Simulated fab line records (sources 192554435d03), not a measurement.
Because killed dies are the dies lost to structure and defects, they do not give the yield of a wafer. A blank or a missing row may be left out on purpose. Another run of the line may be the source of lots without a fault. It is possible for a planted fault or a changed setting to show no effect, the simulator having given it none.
Matching of chambers	flow n5Finfet	N5_FIN_SAQP_ETCH_67 on rieDiel-04: 4 sister chambers
The step etches SiNx in CH3F/O2, target depth 30 nm. 8 wafers are shown with their chamber, then 10 later ones without.

WAFERS WITH THEIR CHAMBER
wafer	chamber	drypumpMotorCurrentA (A)	throttleValvePct (%)
L076.6	2	4.9	15.95
L079.4	2	4.9	15.97
L083.3	3	6.5	16.13
L085.1	3	6.6	16.13
L088.5	0	5.8	16.41
L088.6	1	6.4	16.32
L090.2	0	5.7	16.39
L090.4	1	6.3	16.32

WAFERS MISSING THEIR CHAMBER
wafer	drypumpMotorCurrentA (A)	throttleValvePct (%)
L090.5	6.6	16.13
L092.1	4.9	16.02
L092.4	4.9	16.01
L092.6	6.6	16.14
L095.2	6.4	16.34
L095.3	5.8	16.41
L095.5	6.5	16.14
L097.1	4.9	16.01
L097.2	5.8	16.43
L097.4	6.6	16.14

THE CHAMBER EACH PASSED THROUGH
wafer	from the rows above	in truth
L090.5	3	3
L092.1	2	2
L092.4	2	2
L092.6	3	3
L095.2	1	1
L095.3	0	0
L095.5	3	3
L097.1	2	2
L097.2	0	0
L097.4	3	3
10 of 10 placed correctly. Can't be placed from these rows: 0. Number placed wrongly: 0.
How it was worked out, from the rows above alone: a wafer's distance from a chamber is the root of the sum, over the readings, of the square of ((its reading less the chamber's mean) divided by the reading's scatter). If the next closest chamber is less than 2 further off than the closest, the wafer can't be placed; otherwise it belongs to the closest. Each chamber's mean is taken over the wafers shown for it. The scatter: take each reading less its chamber's mean, square it, sum over the shown wafers, divide by the number of wafers less the number of chambers, and take the root.
